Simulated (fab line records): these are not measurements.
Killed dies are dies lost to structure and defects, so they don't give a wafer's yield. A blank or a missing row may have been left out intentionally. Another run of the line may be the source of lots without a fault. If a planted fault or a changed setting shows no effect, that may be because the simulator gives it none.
Split-lot experiment -- flow n5Finfet -- 21 wafers read from 7 lots, route of 1938 steps

## ON THE SPLIT
At N5_BEOL_M0_SAQP_PECVD_96 (deposits a-Si from SiH4/He, target thk 45 nm, time 45.2 s), the setting timeS was moved away from the recipe's 45.2 s on 7 of the 21 wafers read, by -14.8% to +12.4%. The other wafers ran this setting at the recipe's value.

Reading taken at the split's own step.

## THE READING
a-Si_of_BEOL_M0_SAQP_PECVD_96.thkNm (the simulator's own value, which no gauge read), in nm, at N5_BEOL_M0_SAQP_PECVD_96 (deposits a-Si from SiH4/He, target thk 45 nm, time 45.2 s). There is no usual value for it anywhere in the file. The 14 wafers here that ran the recipe average 45.1 nm, standard deviation 0.63 nm.

wafer,"tool, chamber at the split","timeS as run, s",against the recipe,"a-Si_of_BEOL_M0_SAQP_PECVD_96.thkNm, nm",against lot-mates on the recipe
L078.2,"pecvd-01, 1",47.58,+5.3%,47.2,+1.4
L078.5,"pecvd-01, 1",45.2,recipe,45.8,-
L078.6,"pecvd-01, 0",47.58,+5.3%,47,+1.2
L080.2,"pecvd-04, 0",49.28,+9.0%,48,+3.4
L080.4,"pecvd-04, 2",45.2,recipe,44.2,-
L080.5,"pecvd-04, 0",45.2,recipe,45,-
L081.1,"pecvd-01, 1,0",45.2,recipe,45.6,-
L081.4,"pecvd-01, 1,0",45.2,recipe,45.6,-
L081.3,"pecvd-01, 2",38.52,-14.8%,38.6,-7.0
L082.1,"pecvd-02, 1",45.2,recipe,45.4,-
L082.3,"pecvd-02, 0",50.8,+12.4%,50.8,+5.1
L082.4,"pecvd-02, 1",45.2,recipe,46,-
L084.1,"pecvd-02, 0",45.2,recipe,43.8,-
L084.2,"pecvd-02, 1",47.83,+5.8%,47.2,+2.5
L084.5,"pecvd-02, 1",45.2,recipe,45.6,-
L093.3,"pecvd-02, 1",41.22,-8.8%,41.4,-3.6
L093.4,"pecvd-02, 2",45.2,recipe,44.6,-
L093.5,"pecvd-02, 1",45.2,recipe,45.4,-
L094.2,"pecvd-01, 0",45.2,recipe,44.8,-
L094.3,"pecvd-01, 1",45.2,recipe,44.6,-
L094.4,"pecvd-01, 2",45.2,recipe,45.6,-
The file does not say which wafer passed through which chamber wherever a row lists several chambers: such a row stands for several wafers.

FIT RESULTS
A straight line over all 21 wafers: a-Si_of_BEOL_M0_SAQP_PECVD_96.thkNm changes by +0.418 nm for each +1% of timeS; r = +0.97; the points scatter about the line by 0.6 nm.
The same after taking each lot's own level away (the mean of its wafers on the recipe; 21 wafers): +0.418 nm for each +1%; r = +0.98; scatter 0.52 nm.
According to that fit, moving timeS by its largest amount changes the reading by 6.2 nm.
From 44.60 to 45.80 nm: that is the span of the lots' own levels, equal to 1.9 times the standard deviation above.
The two slopes are in agreement: the lot-to-lot level therefore moves the slope only a little.
Check: for one of the wafers moved furthest among these (-14.8%), held out of the fit, the line's prediction against its lot-mates is -5.78 nm. It came out at -7 nm against them.

## OTHER SPLITS APPLIED TO THESE WAFERS
Other splits were also applied to these wafers ahead of the reading. Each is held against what the fit with the lots' levels taken away leaves over:
other split on the same wafers,wafers away from the commonest value,r with a-Si_of_BEOL_M0_SAQP_PECVD_96.thkNm (lot level and that fit taken away)
N5_SDB_EXPOSE_08 doseMj,8,+0.17
N5_HKMG_FIN_HK_ALD_01 aldCycles,2,-0.45
N5_HKMG_FIN_COAT_43 spinRpm,9,+0.45
N5_GATE_CUT_ETCH_37 biasW,9,+0.14
N5_GATE_CUT_CUT_ETCH_54 icpW,9,-0.06

## FILE'S OWN FIT
a-Si_of_BEOL_M0_SAQP_PECVD_96.thkNm changes by +0.423 nm for each +1% of timeS, r = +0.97.
